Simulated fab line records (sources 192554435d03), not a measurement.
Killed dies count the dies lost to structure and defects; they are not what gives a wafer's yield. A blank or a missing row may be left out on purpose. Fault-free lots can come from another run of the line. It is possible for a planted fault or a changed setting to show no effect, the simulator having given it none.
Chamber matching	flow n5Finfet	rieDiel-03 running N5_BEOL_M2_ETCH_74: 4 sister chambers
The step etches underlayer in N2/H2, target depth 6.5 nm, time 5.2 s. 8 wafers are shown with their chamber, then 11 later ones without.

WAFERS WITH THEIR CHAMBER
wafer	chamber	drypumpMotorCurrentA (A)	throttleValvePct (%)
L083.4	2	6.0	18.46
L086.4	1	6.6	17.57
L087.1	1	6.6	17.58
L087.6	3	5.5	17.83
L089.1	0	5.4	17.88
L089.3	3	5.5	17.85
L089.4	2	6.0	18.47
L088.1	0	5.3	17.89

WAFERS WITH NO CHAMBER GIVEN
wafer	drypumpMotorCurrentA (A)	throttleValvePct (%)
L088.4	5.5	17.83
L088.5	6.0	18.49
L090.3	6.6	17.60
L090.5	6.6	17.59
L090.6	5.4	17.87
L091.1	5.5	17.84
L091.4	6.6	17.59
L091.5	6.0	18.49
L093.1	5.3	17.89
L093.4	5.5	17.88
L093.6	6.0	18.51

CHAMBER TAKEN BY EACH
wafer	from the rows above	in truth
L088.4	3	3
L088.5	2	2
L090.3	1	1
L090.5	1	1
L090.6	0	0
L091.1	3	3
L091.4	1	1
L091.5	2	2
L093.1	0	0
L093.4	can't be placed: 3 or 0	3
L093.6	2	2
Placed correctly: 10 of 11. Unplaceable from these rows: 1, with the true chamber sitting among the candidates in 1. Wrongly placed: 0.
How it was worked out, from the rows above alone: a wafer's distance from a chamber is the root of the sum, over the readings, of the square of ((its reading less the chamber's mean) divided by the reading's scatter). The wafer belongs to the nearest chamber; if the next one is less than 2 further off, it can't be placed. The mean given for a chamber averages the wafers shown for that chamber. The scatter: the root of (the sum of the squares of (reading less its chamber's mean) over the shown wafers, divided by (wafers less chambers)).
